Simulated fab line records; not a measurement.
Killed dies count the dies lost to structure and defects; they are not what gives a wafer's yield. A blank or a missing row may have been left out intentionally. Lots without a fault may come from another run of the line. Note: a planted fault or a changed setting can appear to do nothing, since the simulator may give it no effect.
Split-lot trial    flow n5Finfet    21 wafers read from 7 lots, route of 1938 steps

ABOUT THE SPLIT
At N5_BEOL_M3_COAT_67 (time 60 s, resist thk 60 nm), the setting spinRpm was moved away from the recipe's 1500 rpm on 6 of the 21 wafers read, by -9.9% to -3.3%. All remaining wafers had this setting at the recipe value.

FROM THE SPLIT TO THE READING: what the file shows between them, 8 steps
- N5_BEOL_M3_DESCUM_33: chemistry O2, time 7 s (also split here: timeS)
- N5_BEOL_M3_ETCH_77: etches underlayer in N2/H2, target depth 6.5 nm, time 5.2 s
- N5_BEOL_M3_ETCH_69: etches SiARC in CF4, target depth 15.6 nm, time 26 s
- N5_BEOL_M3_ALD_98: deposits SiO2, target thk 2.5 nm, pulse time 1 s, co reactant pulse time 1 s
- N5_BEOL_M3_ETCHBACK_99: etches SiO2 in CHF3, target depth 5 nm, time 10.4 s
- N5_BEOL_M3_ETCH_70: etches SOC in N2/H2, target depth 80 nm, overetch 16 nm, time 120 s
- N5_BEOL_M3_STRIP_71: strips in N2/H2
- N5_BEOL_M3_STRIP_78: strips in N2/H2

THE READING
SOC_of_BEOL_M3_COAT_67.thkNm (the simulator's own value, which no gauge read), in nm, at N5_BEOL_M3_VIA_ETCH_34 (etches the open film in C4F6/O2, target depth 69.4 nm, time 65.9 s). There is no usual value for it anywhere in the file. Here, 15 wafers ran the recipe; their average is 51.9 nm with a standard deviation of 0.25 nm.

wafer   tool, chamber at the split  spinRpm as run, rpm  against the recipe  SOC_of_BEOL_M3_COAT_67.thkNm, nm  against lot-mates on the recipe
L078.1  lithoTrack-02, 0            1451                 -3.3%               53                                +0.8
L078.2  lithoTrack-02, 0            1500                 recipe              52.2                              -
L078.4  lithoTrack-02, 0            1451                 -3.3%               53.2                              +1.0
L079.4  lithoTrack-01, 0            1399                 -6.7%               54.2                              +2.0
L079.5  lithoTrack-01, 0            1500                 recipe              52.2                              -
L079.6  lithoTrack-01, 0            1399                 -6.7%               54                                +1.8
L080.2  lithoTrack-01, 0            1500                 recipe              51.8                              -
L080.5  lithoTrack-01, 0            1500                 recipe              51.8                              -
L080.3  lithoTrack-01, 0            1353                 -9.8%               55                                +3.2
L081.1  lithoTrack-04, 0            1500                 recipe              52                                -
L081.2  lithoTrack-04, 0            1500                 recipe              51.8                              -
L081.3  lithoTrack-04, 0            1500                 recipe              51.8                              -
L083.2  lithoTrack-01, 0            1500                 recipe              52.4                              -
L083.3  lithoTrack-01, 0            1500                 recipe              52                                -
L083.4  lithoTrack-01, 0            1500                 recipe              52                                -
L084.1  lithoTrack-04, 0            1500                 recipe              51.4                              -
L084.2  lithoTrack-04, 0            1500                 recipe              51.8                              -
L084.4  lithoTrack-04, 0            1500                 recipe              51.6                              -
L095.2  lithoTrack-01, 0            1500                 recipe              52                                -
L095.3  lithoTrack-01, 0            1352                 -9.9%               55.2                              +3.4
L095.5  lithoTrack-01, 0            1500                 recipe              51.6                              -

THE FIT
A straight line over all 21 wafers: SOC_of_BEOL_M3_COAT_67.thkNm changes by -0.328 nm for each +1% of spinRpm; r = -0.98; the points scatter about the line by 0.23 nm.
The same after taking each lot's own level away (the mean of its wafers on the recipe; 21 wafers): -0.318 nm for each +1%; r = -0.99; scatter 0.17 nm.
The reading moves by 3.1 nm for the largest change in spinRpm, on that fit.
The span of the lots' own levels, 51.60 to 52.20 nm, comes to 2.4 times the standard deviation stated above.
So the lot-to-lot level changes the slope little: the two slopes agree.
Check: +2.98 nm against its lot-mates is what the line predicts for one of the wafers moved furthest among these (-9.9%) when that wafer is left out of the fit. Against them it came out at +3.4 nm.

THE OTHER SPLITS THESE WAFERS WENT THROUGH
Other splits were also applied to these wafers ahead of the reading. Each is held against what the fit with the lots' levels taken away leaves over:
other split on the same wafers   wafers away from the commonest value  r with SOC_of_BEOL_M3_COAT_67.thkNm (lot level and that fit taken away)
N5_BEOL_M2_TRENCH_ETCH_37 timeS  6                                     +0.05
N5_BEOL_M3_DESCUM_33 timeS       4                                     +0.16

THE WHOLE CHAIN: every reading that the file lists as answering this split, in the file's order
step                    what it does                                                         reading                                                                        change (the file's fit)                r (the file's)
N5_BEOL_M3_COAT_67      time 60 s, resist thk 60 nm                                          SOC_of_BEOL_M3_COAT_67.thkNm (the simulator's own value, which no gauge read)  -0.331 nm for each +1% of the setting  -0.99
N5_BEOL_M3_ETCH_70      etches SOC in N2/H2, target depth 80 nm, overetch 16 nm, time 120 s  etch.depthNm (the simulator's own value, which no gauge read)                  -0.327 nm for each +1% of the setting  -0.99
N5_BEOL_M3_VIA_ETCH_34  etches the open film in C4F6/O2, target depth 69.4 nm, time 65.9 s   SOC_of_BEOL_M3_COAT_67.thkNm (the simulator's own value, which no gauge read)  -0.323 nm for each +1% of the setting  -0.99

FILE'S OWN FIT
SOC_of_BEOL_M3_COAT_67.thkNm changes by -0.323 nm for each +1% of spinRpm, r = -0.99.
